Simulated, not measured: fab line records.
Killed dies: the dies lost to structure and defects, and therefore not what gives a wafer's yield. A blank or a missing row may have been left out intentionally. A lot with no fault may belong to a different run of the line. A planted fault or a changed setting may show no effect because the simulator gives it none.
fab line records | flow n5Finfet
[record] lots = 24 wafers = 72 lastDay = 17
route steps=1938 shown DUMMY_GATE@231 SD_EPI_N@277 SD_EPI_P@312 SD_ACTIVATION@330 ILD0@335
lots that met no fault: taken from a fault-free run of the same line
startH: the number of hours between the record's first day and the start of the first shown wafer of the lot | waitH: how many hours have passed since the lot's step before this one | " the same as in the row above | L1.1+2: several wafers, shown together as one row | - no value, or no start given | * or withheld: withheld | < > ~ a bound
route shown NAME@n: names a module that has steps shown in the file, with the first one's number in the route | usual: mean and standard deviation over wafers with no fault | same: alike in all rows | chamber/n: place in a boat | sites: the reading at each site | _std_site: standard deviation of those values | _edge_site: inner sites' mean taken away from outer sites' mean | radiusMm: for every site, how far away it sits from the centre of the wafer | mask NAME#n: copy n | behind: the most recent tool/chamber to have shaped the wafer | hold: what put the lot on hold/how long, in hours/how the hold closed | device: which transistor (n, p or np) failed to switch | end of line: the tests these same wafers got at the end of their route | for a step that has no rows: nothing shown but its recipe | killed: dies that structure and defects cost at the first sort, which is not the same as the wafer's yield | map: per-die view of a wafer (x killed, . not killed, _ where there is no die)
set.NAME: the setting that was run; set.NAME@STEP: the one run at that earlier step | model.NAME: the simulator's own value behind a step, which no gauge read
a sample of lots followed through the steps of the route, with each step as a table and each wafer as a row
services: from which hour (startH, from the record's first day; less than 0 if before it) a tool's chamber was out of use, for how many hours, and why
[[steps]]
[step N5_DUMMY_GATE_CD_MEAS_15]
[recipe] targetCdNm = 25.8 landingEnergyEv = 500 detector = seInlens
[usual] cdNm = 24.96/0.23
// columns lot.wafer tool chamber startH waitH cdNm
L074.2 cdSem-01 0 45.95 - 24.68
L074.3 " 0 " " 24.81
L074.5 " 0 " " 24.94
L075.2 cdSem-03 0 50.79 - 24.68
L075.3 " 0 " " 24.84
L075.4 " 0 " " 25.35
L076.1 cdSem-03 0 58.20 - 24.29
L076.2 " 0 " " 24.51
L076.5 " 0 " " 24.59
L077.1 cdSem-03 0 63.29 - 24.51
L077.2 " 0 " " 25.05
L077.3 " 0 " " 24.69
L078.2 cdSem-01 0 69.40 - 25.01
L078.3 " 0 " " 24.90
L078.6 " 0 " " 25.29
L079.1 cdSem-03 0 76.86 - 24.59
L079.4 " 0 " " 24.73
L079.5 " 0 " " 24.73
L080.2 cdSem-03 0 81.75 - 24.85
L080.3 " 0 " " 24.98
L080.6 " 0 " " 24.99
L081.1 cdSem-03 0 88.31 - 25.06
L081.3 " 0 " " 24.90
L081.6 " 0 " " 25.49
L082.2 cdSem-01 0 93.30 - 24.70
L082.3 " 0 " " 24.98
L082.5 " 0 " " 24.81
L083.1 cdSem-02 0 99.16 - 25.06
L083.2 " 0 " " 24.73
L083.6 " 0 " " 24.85
L084.2 cdSem-03 0 109.59 - 25.23
L084.3 " 0 " " 24.81
L084.6 " 0 " " 24.76
L085.1 cdSem-03 0 113.32 - 25.53
L085.2 " 0 " " 24.83
L085.3 " 0 " " 24.94
L086.3 cdSem-01 0 121.94 - 24.99
L086.5 " 0 " " 25.01
L086.6 " 0 " " 25.05
L087.3 cdSem-03 0 128.49 - 24.94
L087.4 " 0 " " 25.12
L087.5 " 0 " " 25.27
L088.1 cdSem-03 0 129.86 - 25.15
L088.4 " 0 " " 25.44
L088.5 " 0 " " 24.84
L089.1 cdSem-02 0 136.92 - 25.21
L089.2 " 0 " " 25.14
L089.6 " 0 " " 24.79
L090.3 cdSem-03 0 142.08 - 24.65
L090.4 " 0 " " 24.92
L090.5 " 0 " " 24.48
L091.2 cdSem-01 0 146.85 - 24.93
L091.3 " 0 " " 25.00
L091.6 " 0 " " 25.33
L092.1 cdSem-03 0 152.66 - 24.49
L092.2 " 0 " " 25.05
L092.5 " 0 " " 25.04
L093.1 cdSem-03 0 161.00 - 25.07
L093.2 " 0 " " 24.90
L093.5 " 0 " " 25.27
L094.1 cdSem-03 0 164.69 - 25.24
L094.2 " 0 " " 25.12
L094.4 " 0 " " 24.97
L095.1 cdSem-01 0 171.12 - 24.71
L095.3 " 0 " " 24.61
L095.6 " 0 " " 24.94
L096.2 cdSem-02 0 176.85 - 24.82
L096.5 " 0 " " 24.96
L096.6 " 0 " " 24.73
L097.1 cdSem-02 0 183.89 - 25.15
L097.4 " 0 " " 25.12
L097.6 " 0 " " 25.19
[step N5_SD_EPI_N_ETCHBACK_44]
[recipe] chemistry = CH3F/O2 mode = anisotropicEtchback target = SiNx targetDepthA = 145 stopOn = SiO2 overEtchFrac = 0.3 ionEnergyEv = 120 pressureMtorr = 30 sourceW = 395 biasW = 73 Ar_flow_sccm = 150 CH3F_flow_sccm = 30 O2_flow_sccm = 20
[usual] drypumpMotorCurrentA = 5.66/0.3 oesProductAu = 0.64/0.036 rfVppV = 297/5.4 showerheadPlenumPTorr = 2.00/0.063 throttleValvePct = 16.42/0.21
// columns lot.wafer tool chamber startH waitH drypumpMotorCurrentA oesProductAu rfHoursCounterH rfVppV showerheadPlenumPTorr throttleValvePct
L074.2 rieDiel-06 3 48.75 0.0 5.26 0.66 127 291 1.92 16.02
L074.3 " 0 " " 5.81 0.67 127 293 2.09 16.40
L074.5 " 2 " " 6.27 0.62 - 293 1.91 16.61
L075.2 rieDiel-02 1 53.93 0.0 5.87 0.64 170 301 2.07 16.48
L075.3 " 0 " " 5.59 0.62 173 298 1.99 16.24
L075.4 " 3 " " 5.56 0.65 162 295 1.99 16.74
L076.1 rieDiel-03 0 61.35 0.0 5.51 0.69 109 295 1.93 16.28
L076.2 " 3 " " 5.90 0.80 12 301 2.12 16.05
L076.5 " 0 " " 5.58 0.69 - 295 1.93 16.30
L077.1 rieDiel-06 2 67.02 0.0 6.25 0.62 214 292 1.91 16.62
L077.2 " 0 " " 5.82 0.65 134 296 2.09 16.41
L077.3 " 1 " " 5.43 0.66 161 309 2.00 16.61
L078.2 rieDiel-02 0 72.23 0.0 5.63 0.62 180 297 1.99 16.27
L078.3 " 1 " " 5.87 0.64 176 301 2.07 16.49
L078.6 " 3 " " 5.57 0.65 - 296 1.99 16.74
L079.1 rieDiel-06 0 79.68 0.0 5.82 0.65 140 296 2.09 16.42
L079.4 " 2 " " 6.26 0.61 219 292 1.90 16.64
L079.5 " 3 " " 5.25 0.65 - 292 1.91 16.06
L080.2 rieDiel-02 1 84.81 0.0 5.86 0.64 180 303 2.07 16.52
L080.3 " 2 " " 5.38 0.63 189 299 1.99 16.29
L080.6 " 2 " " 5.40 0.63 - 300 1.99 16.30
L081.1 rieDiel-02 2 91.11 0.0 5.32 0.63 191 297 1.99 16.30
L081.3 " 3 " " 5.56 0.65 176 296 1.99 16.76
L081.6 " 1 " " 5.89 0.64 - 302 2.07 16.50
L082.2 rieDiel-06 0 95.97 0.0 5.80 0.65 145 295 2.09 16.42
L082.3 " 1 " " 5.45 0.65 173 308 2.00 16.66
L082.5 " 3 " " 5.26 0.65 - 293 1.91 16.06
L083.1 rieDiel-03 0 103.09 0.0 5.55 0.68 122 295 1.92 16.29
L083.2 " 1 " " 5.28 0.62 163 289 2.07 16.29
L083.6 " 3 " " 5.91 0.77 - 299 2.11 16.07
L084.2 rieDiel-02 3 112.41 0.0 5.57 0.64 184 295 1.99 16.77
L084.3 " 2 " " 5.41 0.63 199 299 1.98 16.30
L084.6 " 0 " " 5.60 0.62 - 297 1.99 16.29
L085.1 rieDiel-02 2 116.25 0.0 5.42 0.62 200 298 1.98 16.30
L085.2 " 1 " " 5.85 0.64 190 302 2.06 16.52
L085.3 " 0 " " 5.59 0.61 194 298 1.99 16.30
L086.3 rieDiel-02 0 124.92 0.0 5.60 0.61 198 299 1.99 16.32
L086.5 " 1 " " 5.85 0.63 - 303 2.06 16.53
L086.6 " 0 " " 5.59 0.61 - 297 1.99 16.33
L087.3 rieDiel-02 3 131.56 0.0 5.58 0.64 191 294 1.98 16.80
L087.4 " 0 " " 5.60 0.61 200 298 1.98 16.32
L087.5 " 1 " " 5.87 0.64 - 302 2.06 16.54
L088.1 rieDiel-02 0 132.88 0.0 5.60 0.61 200 296 1.98 16.31
L088.4 " 3 " " 5.56 0.63 191 296 1.98 16.80
L088.5 " 2 " " 5.41 0.62 - 298 1.98 16.34
L089.1 rieDiel-06 0 140.18 0.0 5.82 0.63 163 295 2.08 16.45
L089.2 " 1 " " 5.42 0.64 190 310 1.99 16.67
L089.6 " 0 " " 5.81 0.64 - 294 2.08 16.44
L090.3 rieDiel-06 0 144.79 0.0 5.80 0.63 165 295 2.08 16.47
L090.4 " 3 " " 5.22 0.63 155 292 1.91 16.09
L090.5 " 1 " " 5.42 0.63 - 309 1.99 16.68
L091.2 rieDiel-06 2 150.51 0.0 6.27 0.60 245 290 1.90 16.69
L091.3 " 0 " " 5.80 0.64 167 294 2.08 16.46
L091.6 " 1 " " 5.44 0.63 - 309 1.99 16.70
L092.1 rieDiel-03 2 155.45 0.0 6.12 0.61 214 292 1.98 16.24
L092.2 " 0 " " 5.54 0.66 140 296 1.92 16.34
L092.5 " 3 " " 5.91 0.75 - 300 2.11 16.10
L093.1 rieDiel-03 2 163.92 0.0 6.13 0.61 216 291 1.98 16.25
L093.2 " 1 " " 5.27 0.61 183 287 2.06 16.31
L093.5 " 1 " " 5.28 0.61 - 287 2.06 16.32
L094.1 rieDiel-02 0 167.43 0.0 5.62 0.60 213 298 1.98 16.35
L094.2 " 3 " " 5.54 0.63 206 295 1.98 16.82
L094.4 " 1 " " 5.85 0.62 209 302 2.06 16.56
L095.1 rieDiel-03 2 174.13 0.0 6.13 0.61 220 292 1.98 16.27
L095.3 " 1 " " 5.29 0.60 187 287 2.06 16.33
L095.6 " 1 " " 5.32 0.61 - 288 2.06 16.35
L096.2 rieDiel-03 2 179.68 0.0 6.15 0.61 221 292 1.98 16.26
L096.5 " 1 " " 5.29 0.61 - 288 2.06 16.32
L096.6 " 2 " " 6.12 0.61 - 293 1.98 16.28
L097.1 rieDiel-06 1 187.33 0.0 5.40 0.63 210 309 1.99 16.72
L097.4 " 1 " " 5.42 0.62 - 309 1.99 16.70
L097.6 " 0 " " 5.79 0.63 - 294 2.07 16.49
[step N5_SD_EPI_N_EPI_MEAS_23]
[recipe] mode = xrd
[usual] thkNm = 58.9/1.2
// columns lot.wafer tool chamber startH waitH thkNm
L074.2 filmMetro-02 - 51.74 1.2 59.3
L074.3 " - " " 59.7
L074.5 " - " " 59.2
L075.2 filmMetro-02 - 56.93 1.2 61.3
L075.3 " - " " 58.8
L075.4 " - " " 59.7
L076.1 filmMetro-02 - 64.33 1.4 56.9
L076.2 " - " " 57.5
L076.5 " - " " 58.4
L077.1 filmMetro-02 - 70.74 1.9 60.5
L077.2 " - " " 59.0
L077.3 " - " " 60.9
L078.2 filmMetro-01 - 75.97 1.5 59.0
L078.3 " - " " 59.0
L078.6 " - " " 59.6
L079.1 filmMetro-01 - 82.68 1.4 58.0
L079.4 " - " " 57.3
L079.5 " - " " 57.1
L080.2 filmMetro-01 - 87.81 1.2 59.0
L080.3 " - " " 59.0
L080.6 " - " " 58.8
L081.1 filmMetro-01 - 94.08 1.4 56.9
L081.3 " - " " 58.8
L081.6 " - " " 58.6
L082.2 filmMetro-01 - 98.94 1.2 61.3
L082.3 " - " " 59.8
L082.5 " - " " 60.1
L083.1 filmMetro-01 - 106.08 1.5 58.1
L083.2 " - " " 60.4
L083.6 " - " " 58.3
L084.2 filmMetro-01 - 115.39 1.2 59.7
L084.3 " - " " 58.8
L084.6 " - " " 60.9
L085.1 filmMetro-01 - 119.23 1.4 59.3
L085.2 " - " " 58.4
L085.3 " - " " 58.5
L086.3 filmMetro-02 - 127.92 0.9 59.8
L086.5 " - " " 61.1
L086.6 " - " " 57.2
L087.3 filmMetro-01 - 134.53 0.9 58.8
L087.4 " - " " 58.7
L087.5 " - " " 58.9
L088.1 filmMetro-02 - 135.86 1.4 56.5
L088.4 " - " " 57.6
L088.5 " - " " 59.6
L089.1 filmMetro-01 - 143.15 1.4 60.1
L089.2 " - " " 57.6
L089.6 " - " " 61.3
L090.3 filmMetro-01 - 147.78 0.9 61.0
L090.4 " - " " 57.4
L090.5 " - " " 58.2
L091.2 filmMetro-01 - 153.51 1.2 58.5
L091.3 " - " " 59.3
L091.6 " - " " 58.7
L092.1 filmMetro-01 - 159.18 1.9 61.2
L092.2 " - " " 60.2
L092.5 " - " " 57.6
L093.1 filmMetro-01 - 166.90 1.4 58.8
L093.2 " - " " 60.6
L093.5 " - " " 58.1
L094.1 filmMetro-02 - 170.40 1.4 60.2
L094.2 " - " " 60.2
L094.4 " - " " 58.2
L095.1 filmMetro-01 - 177.86 1.9 57.1
L095.3 " - " " 60.6
L095.6 " - " " 57.5
L096.2 filmMetro-02 - 183.41 1.5 57.1
L096.5 " - " " 57.6
L096.6 " - " " 58.8
L097.1 filmMetro-02 - 191.04 1.9 58.1
L097.4 " - " " 59.1
L097.6 " - " " 58.3
[step N5_SD_EPI_P_ETCH_16]
[recipe] chemistry = CHF3/O2 target = SiO2 targetDepthA = 50 maskMaterial = SOC pressureMtorr = 30 sourceW = 650 biasW = 170 Ar_flow_sccm = 200 CHF3_flow_sccm = 50 O2_flow_sccm = 5 ionEnergyEv = 200
[usual] drypumpMotorCurrentA = 5.8/0.41 oesProductAu = 0.80/0.079 rfVppV = 521/10 showerheadPlenumPTorr = 2.41/0.083 throttleValvePct = 18.87/0.14
// columns lot.wafer tool chamber startH waitH drypumpMotorCurrentA oesProductAu rfHoursCounterH rfVppV showerheadPlenumPTorr throttleValvePct
L074.2 rieDiel-01 2 53.40 0.1 5.2 0.86 55 514 2.37 18.95
L074.3 " 0 " " 6.1 0.74 184 525 2.48 18.82
L074.5 " 1 " " 6.3 0.92 - 510 2.37 18.58
L075.2 rieDiel-04 2 58.46 0.1 5.6 0.69 232 527 2.29 18.94
L075.3 " 3 " " 5.7 0.70 211 521 2.29 18.96
L075.4 " 3 " " 5.7 0.71 - 520 2.29 18.95
L076.1 rieDiel-01 2 66.38 0.1 5.1 0.86 60 514 2.36 18.96
L076.2 " 3 " " 6.0 0.80 119 521 2.44 18.80
L076.5 " 3 " " 6.0 0.80 - 519 2.44 18.82
L077.1 rieDiel-05 1 72.51 0.1 6.1 0.83 76 519 2.36 18.97
L077.2 " 3 " " 6.3 0.74 188 507 2.47 18.78
L077.3 " 2 " " 5.3 0.83 74 543 2.43 18.98
L078.2 rieDiel-04 3 77.96 0.1 5.7 0.70 217 519 2.28 18.96
L078.3 " 1 " " 5.8 0.93 16 527 2.56 18.82
L078.6 " 3 " " 5.7 0.69 - 520 2.28 18.97
L079.1 rieDiel-04 3 84.36 0.1 5.7 0.70 219 520 2.28 18.96
L079.4 " 1 " " 5.8 0.92 - 526 2.55 18.84
L079.5 " 3 " " 5.7 0.70 - 520 2.28 18.97
L080.2 rieDiel-01 3 89.46 0.1 6.0 0.79 125 520 2.44 18.81
L080.3 " 2 " " 5.2 0.86 66 514 2.36 18.96
L080.6 " 3 " " 6.0 0.80 - 520 2.44 18.81
L081.1 rieDiel-01 2 96.13 0.1 5.1 0.85 69 514 2.36 18.96
L081.3 " 3 " " 6.0 0.79 127 520 2.44 18.81
L081.6 " 1 " " 6.3 0.88 - 512 2.37 18.59
L082.2 rieDiel-04 2 100.96 0.1 5.6 0.68 244 526 2.28 18.94
L082.3 " 1 " " 5.8 0.91 22 524 2.55 18.82
L082.5 " 2 " " 5.6 0.68 - 526 2.28 18.94
L083.1 rieDiel-05 1 107.74 0.1 6.1 0.82 86 519 2.35 18.98
L083.2 " 3 " " 6.2 0.74 199 507 2.47 18.81
L083.6 " 1 " " 6.1 0.82 - 520 2.35 18.99
L084.2 rieDiel-04 3 117.08 0.1 5.7 0.69 228 519 2.28 18.99
L084.3 " 0 " " 5.1 0.78 135 510 2.43 18.86
L084.6 " 1 " " 5.8 0.90 - 526 2.55 18.85
L085.1 rieDiel-01 2 120.89 0.1 5.1 0.84 77 513 2.36 18.96
L085.2 " 0 " " 6.1 0.73 205 523 2.47 18.83
L085.3 " 1 " " 6.3 0.87 35 511 2.37 18.59
L086.3 rieDiel-05 3 130.06 0.1 6.2 0.72 - 507 2.47 18.84
L086.5 " 2 " " 5.3 0.81 - 542 2.43 19.03
L086.6 " 3 " " 6.2 0.73 - 507 2.47 18.82
L087.3 rieDiel-01 1 136.15 0.1 6.3 0.88 41 511 2.36 18.60
L087.4 " 2 " " 5.2 0.83 - 514 2.35 18.98
L087.5 " 3 " " 6.0 0.79 - 520 2.43 18.82
L088.1 rieDiel-05 2 137.40 0.1 5.3 0.81 94 543 2.42 19.05
L088.4 " 2 " " 5.3 0.80 - 542 2.42 19.04
L088.5 " 1 " " 6.1 0.80 - 517 2.35 19.00
L089.1 rieDiel-04 1 145.34 0.1 5.9 0.89 38 525 2.55 18.86
L089.2 " 2 " " 5.6 0.97 0 536 2.57 18.54
L089.6 " 2 " " 5.6 0.97 - 536 2.57 18.54
L090.3 rieDiel-05 3 149.32 0.1 6.2 0.72 214 506 2.46 18.85
L090.4 " 1 " " 6.1 0.80 - 518 2.35 19.00
L090.5 " 2 " " 5.3 0.80 - 543 2.42 19.03
L091.2 rieDiel-04 2 155.04 0.1 5.6 0.96 3 536 2.57 18.54
L091.3 " 0 " " 5.1 0.77 149 510 2.42 18.88
L091.6 " 3 " " 5.7 0.68 - 520 2.27 19.01
L092.1 rieDiel-04 3 160.97 0.1 5.7 0.68 244 520 2.27 19.01
L092.2 " 2 " " 5.6 0.94 5 534 2.57 18.55
L092.5 " 0 " " 5.1 0.77 - 510 2.42 18.89
L093.1 rieDiel-04 0 168.43 0.1 5.1 0.76 154 509 2.42 18.90
L093.2 " 2 " " 5.5 0.93 8 536 2.57 18.57
L093.5 " 2 " " 5.6 0.94 - 535 2.57 18.54
L094.1 rieDiel-05 2 172.16 0.1 5.3 0.81 107 542 2.42 19.05
L094.2 " 3 " " 6.2 0.72 221 508 2.46 18.84
L094.4 " 1 " " 6.1 0.80 106 519 2.35 19.02
L095.1 rieDiel-01 2 179.76 0.1 5.2 0.81 102 512 2.35 19.02
L095.3 " 3 " " 6.0 0.77 148 519 2.43 18.84
L095.6 " 3 " " 6.0 0.78 - 519 2.43 18.85
L096.2 rieDiel-05 0 186.05 0.1 5.9 0.93 11 532 2.46 18.78
L096.5 " 0 " " 5.9 0.93 - 532 2.46 18.77
L096.6 " 1 " " 6.1 0.79 - 519 2.34 19.04
L097.1 rieDiel-01 1 192.84 0.1 6.3 0.84 64 510 2.35 18.64
L097.4 " 3 " " 6.0 0.78 - 517 2.43 18.87
L097.6 " 1 " " 6.3 0.83 - 510 2.35 18.65
[step N5_SD_ACTIVATION_RTA_00]
[recipe] tempC = 975 timeS = 0 ambient = N2 idleTempC = 600 rampUpCPerS = 150 rampDownCPerS = 60 coolToC = 600
[usual] lampPowerPct = 8.96/0.055 wafer_temp_C_max = 975.0/1.8
// columns lot.wafer tool chamber startH waitH lampPowerPct wafer_temp_C_max
L074.2 rtpAnneal-02 0 57.40 0.1 8.94 975.3
L074.3 " 0 " " 9.07 971.4
L074.5 " 0 " " 9.05 976.8
L075.2 rtpAnneal-01 0 61.63 0.1 8.87 971.3
L075.3 " 0 " " 9.02 973.7
L075.4 " 0 " " 8.90 976.4
L076.1 rtpAnneal-02 0 70.41 0.1 8.95 977.5
L076.2 " 0 " " 8.98 976.8
L076.5 " 0 " " 8.94 976.2
L077.1 rtpAnneal-01 0 75.67 0.0 8.94 976.4
L077.2 " 0 " " 8.87 976.7
L077.3 " 0 " " 8.92 975.8
L078.2 rtpAnneal-02 0 81.25 0.1 8.93 972.6
L078.3 " 0 " " 8.89 975.7
L078.6 " 0 " " 8.93 974.8
L079.1 rtpAnneal-02 0 87.52 0.0 9.01 976.0
L079.4 " 0 " " 8.96 975.7
L079.5 " 0 " " 8.88 974.2
L080.2 rtpAnneal-02 0 92.70 0.1 8.95 977.4
L080.3 " 0 " " 8.98 974.3
L080.6 " 0 " " 8.98 974.3
L081.1 rtpAnneal-01 0 99.26 0.0 8.99 975.7
L081.3 " 0 " " 8.88 977.5
L081.6 " 0 " " 8.98 976.1
L082.2 rtpAnneal-02 0 104.12 0.1 8.97 973.7
L082.3 " 0 " " 8.95 975.4
L082.5 " 0 " " 8.95 973.3
L083.1 rtpAnneal-01 0 110.87 0.0 8.93 975.7
L083.2 " 0 " " 8.95 974.3
L083.6 " 0 " " 8.88 973.9
L084.2 rtpAnneal-02 0 120.25 0.1 8.91 974.4
L084.3 " 0 " " 8.98 974.7
L084.6 " 0 " " 8.92 976.2
L085.1 rtpAnneal-02 0 124.02 0.0 9.02 972.6
L085.2 " 0 " " 8.91 976.4
L085.3 " 0 " " 8.93 975.8
L086.3 rtpAnneal-01 0 133.26 0.1 8.97 973.7
L086.5 " 0 " " 8.93 977.3
L086.6 " 0 " " 9.06 974.2
L087.3 rtpAnneal-01 0 139.34 0.1 9.03 970.5
L087.4 " 0 " " 9.04 975.7
L087.5 " 0 " " 9.03 977.7
L088.1 rtpAnneal-02 0 140.60 0.0 8.95 975.4
L088.4 " 0 " " 8.94 975.8
L088.5 " 0 " " 9.06 972.6
L089.1 rtpAnneal-01 0 148.47 0.0 9.05 974.4
L089.2 " 0 " " 8.97 977.2
L089.6 " 0 " " 8.91 972.3
L090.3 rtpAnneal-01 0 152.63 0.2 8.95 973.6
L090.4 " 0 " " 8.83 977.0
L090.5 " 0 " " 8.87 975.5
L091.2 rtpAnneal-02 0 158.19 0.1 8.94 976.6
L091.3 " 0 " " 9.03 976.0
L091.6 " 0 " " 9.01 974.5
L092.1 rtpAnneal-02 0 164.10 0.0 8.96 974.8
L092.2 " 0 " " 8.98 977.1
L092.5 " 0 " " 8.96 974.6
L093.1 rtpAnneal-01 0 171.79 0.2 8.92 976.7
L093.2 " 0 " " 8.95 973.3
L093.5 " 0 " " 9.05 973.7
L094.1 rtpAnneal-02 0 175.29 0.0 8.99 975.1
L094.2 " 0 " " 8.92 974.9
L094.4 " 0 " " 8.87 974.3
L095.1 rtpAnneal-02 0 182.89 0.0 9.05 974.6
L095.3 " 0 " " 8.96 974.5
L095.6 " 0 " " 8.93 974.5
L096.2 rtpAnneal-02 0 189.22 0.1 8.88 976.0
L096.5 " 0 " " 8.93 976.3
L096.6 " 0 " " 8.92 975.9
L097.1 rtpAnneal-02 0 195.99 0.0 8.89 974.6
L097.4 " 0 " " 8.97 974.9
L097.6 " 0 " " 8.93 976.5
[step N5_ILD0_LINER_00]
[recipe] material = SiNx targetThkA = 40 tempC = 400 aldPrecursorFamily = SiH2I2 aldCoReactant = N2/H2-plasma pulseTimeS = 1 purgeTimeS = 2 coReactantPurgeTimeS = 2 aldCycles = 80 pressureTorr = 2
[usual] chamberPressureTorr = 2.000/0.0048 heaterPowerW = 842/120 precursorPulseHeightRel = 1.001/0.02 susceptorTempC = 400.01/0.22
// columns lot.wafer tool chamber startH waitH chamberPressureTorr heaterPowerW precursorPulseHeightRel susceptorTempC
L074.2 aldSin-01 0 58.15 0.0 2.005 864 0.985 400.02
L074.3 " 2 " " 2.005 730 1.008 399.75
L074.5 " 0 " " 2.000 825 1.034 399.96
L075.2 aldSin-01 2 62.47 0.1 1.997 726 0.991 399.96
L075.3 " 0 " " 1.996 851 0.997 399.83
L075.4 " 3 " " 1.999 910 0.993 399.78
L076.1 aldSin-01 3 71.30 0.1 2.001 926 1.002 399.97
L076.2 " 0 " " 1.999 864 1.027 399.76
L076.5 " 0 " " 2.006 848 0.990 400.18
L077.1 aldSin-03 0 76.67 0.3 2.003 992 1.033 399.87
L077.2 " 3 " " 2.011 831 0.989 399.94
L077.3 " 1 " " 1.997 580 1.040 400.14
L078.2 aldSin-02 3 82.08 0.1 1.994 882 0.998 399.64
L078.3 " 2 " " 2.005 827 1.019 399.97
L078.6 " 3 " " 2.003 879 0.978 400.06
L079.1 aldSin-03 3 88.29 0.0 1.999 837 0.963 400.14
L079.4 " 0 " " 1.995 1032 0.997 399.88
L079.5 " 1 " " 1.998 591 0.990 400.32
L080.2 aldSin-02 1 93.77 0.4 2.002 851 0.978 400.03
L080.3 " 0 " " 1.991 1015 0.991 400.15
L080.6 " 1 " " 2.004 813 0.999 399.95
L081.1 aldSin-03 1 100.70 0.7 2.000 596 1.021 400.07
L081.3 " 2 " " 2.001 684 1.019 400.48
L081.6 " 0 " " 1.998 1025 0.985 399.97
L082.2 aldSin-03 2 105.01 0.2 2.001 680 1.008 400.29
L082.3 " 1 " " 1.997 579 0.956 399.98
L082.5 " 1 " " 1.993 601 1.008 400.01
L083.1 aldSin-01 0 111.74 0.1 1.999 792 0.994 400.23
L083.2 " 3 " " 2.003 867 0.971 400.08
L083.6 " 3 " " 1.993 869 1.024 400.44
L084.2 aldSin-02 3 120.99 0.0 2.000 886 0.988 400.41
L084.3 " 0 " " 2.003 1022 0.966 400.32
L084.6 " 3 " " 1.991 866 0.990 400.30
L085.1 aldSin-01 0 124.78 0.0 1.999 787 0.997 399.45
L085.2 " 3 " " 1.999 909 0.996 399.87
L085.3 " 2 " " 2.003 789 0.970 399.93
L086.3 aldSin-02 0 134.48 0.6 1.999 1028 1.002 400.13
L086.5 " 2 " " 1.998 859 1.007 399.81
L086.6 " 3 " " 1.997 858 1.027 400.03
L087.3 aldSin-01 1 140.04 0.0 1.998 879 1.024 400.00
L087.4 " 2 " " 1.997 780 0.999 399.97
L087.5 " 1 " " 2.007 890 0.975 400.37
L088.1 aldSin-02 2 141.38 0.0 2.007 863 1.028 399.79
L088.4 " 0 " " 2.002 1015 1.012 400.27
L088.5 " 0 " " 1.999 1012 1.012 399.96
L089.1 aldSin-02 3 149.23 0.0 2.002 836 1.020 399.79
L089.2 " 2 " " 2.005 880 1.014 399.95
L089.6 " 2 " " 1.999 873 1.017 400.44
L090.3 aldSin-01 3 153.33 0.0 2.002 884 1.052 399.82
L090.4 " 1 " " 1.989 877 1.004 400.10
L090.5 " 2 " " 1.997 803 1.024 400.18
L091.2 aldSin-03 1 159.14 0.2 1.994 610 1.004 400.33
L091.3 " 3 " " 2.002 845 1.002 400.01
L091.6 " 1 " " 1.994 589 0.989 400.29
L092.1 aldSin-02 3 164.99 0.2 2.000 861 0.979 400.27
L092.2 " 2 " " 1.998 849 0.970 400.26
L092.5 " 0 " " 2.006 1015 0.995 399.80
L093.1 aldSin-03 1 172.63 0.1 2.000 605 1.015 399.69
L093.2 " 2 " " 2.003 686 1.007 399.95
L093.5 " 0 " " 2.001 1014 1.004 399.96
L094.1 aldSin-02 0 176.26 0.2 2.001 996 0.991 399.94
L094.2 " 2 " " 1.997 861 0.991 399.87
L094.4 " 1 " " 2.012 862 0.999 399.81
L095.1 aldSin-01 1 184.13 0.5 2.006 907 1.001 400.14
L095.3 " 0 " " 1.997 776 0.984 400.11
L095.6 " 2 " " 2.001 782 1.008 400.32
L096.2 aldSin-03 1 190.07 0.2 2.001 597 1.022 399.71
L096.5 " 2 " " 2.001 687 0.984 400.18
L096.6 " 1 " " 1.990 583 0.990 399.87
L097.1 aldSin-03 0 196.75 0.0 2.001 1044 0.991 399.91
L097.4 " 2 " " 2.005 698 1.007 399.83
L097.6 " 0 " " 2.007 1037 0.996 400.09
[[services]]
// columns tool chamber startH hours kind
rieDiel-05 3 36.92 2.7 repair
aldSin-03 0 37.63 4.8 repair
aldSin-02 - 50.88 1.8 repair
rieDiel-04 1 56.27 4.2 repair
rieDiel-02 - 58.78 1.6 repair
rieDiel-05 - 60.59 0.6 repair
rieDiel-02 2 69.19 10.5 repair
aldSin-02 0 76.05 8.1 repair
rieDiel-04 0 80.56 7.8 repair
aldSin-01 - 85.84 14.0 pm
aldSin-02 - 95.70 6.0 pm
rieDiel-01 - 98.51 2.8 pm
aldSin-03 - 111.26 6.0 pm
rieDiel-01 3 111.79 13.2 repair
rieDiel-06 3 119.33 22.6 repair
rieDiel-04 2 120.94 - clean
rieDiel-04 2 120.94 - consumableReplace:focusRing
aldSin-02 3 123.38 3.3 repair
rieDiel-01 0 123.46 131.8 repair
rieDiel-05 1 126.84 5.4 repair
aldSin-02 - 140.54 0.7 repair
rieDiel-02 1 146.47 3.9 repair
rieDiel-01 3 154.67 14.1 repair
rieDiel-02 3 185.18 6.4 repair
[[key]]
fault none
